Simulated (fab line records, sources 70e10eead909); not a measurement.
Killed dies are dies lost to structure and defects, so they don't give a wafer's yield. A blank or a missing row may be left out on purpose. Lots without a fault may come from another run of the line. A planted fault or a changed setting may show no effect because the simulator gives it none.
Chamber matching | flow nand_harc | NHARC_A_STAIRCASE_DEP_471 on pecvd-02: 3 sister chambers
The step deposits SiO2, target thk 100 nm. 3 wafers are shown with their chamber, then 12 later ones without.

WAFERS WITH THEIR CHAMBER
wafer  | chamber | throttle_valve_pct (%)
L091.2 | 2       | 15.1
L091.4 | 0       | 15.9
L091.6 | 1       | 15.9

WAFERS WITHOUT THEIR CHAMBER
wafer  | throttle_valve_pct (%)
L095.1 | 15.0
L095.3 | 16.3
L095.4 | 15.6
L095.2 | 15.6
L095.5 | 15.1
L095.6 | 16.0
L093.1 | 15.7
L093.4 | 15.2
L093.6 | 15.5
L096.1 | 15.2
L096.3 | 15.5
L096.4 | 15.2

WHICH CHAMBER EACH WENT THROUGH
wafer  | from the rows above          | in truth
L095.1 | 2                            | 2
L095.3 | can't be placed: 0 or 1      | 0
L095.4 | can't be placed: 0 or 1 or 2 | 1
L095.2 | can't be placed: 0 or 1 or 2 | 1
L095.5 | 2                            | 2
L095.6 | can't be placed: 0 or 1      | 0
L093.1 | can't be placed: 0 or 1 or 2 | 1
L093.4 | 2                            | 2
L093.6 | can't be placed: 0 or 1 or 2 | 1
L096.1 | 2                            | 2
L096.3 | can't be placed: 0 or 1 or 2 | 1
L096.4 | 2                            | 2
Placed correctly: 5 of 12. Can't be placed from these rows: 7 (the true chamber is among the candidates in 7). Placed wrongly: 0.
How it was worked out, from the rows above alone: a wafer's distance from a chamber is the root of the sum, over the readings, of the square of ((its reading less the chamber's mean) divided by the reading's scatter). The wafer belongs to the nearest chamber; if the next one is less than 2 further off, it can't be placed. A chamber's mean is the mean of its shown wafers. The scatter: with one shown wafer a chamber, the root of the mean of the squares of how far each hidden wafer lies from its nearest shown one.
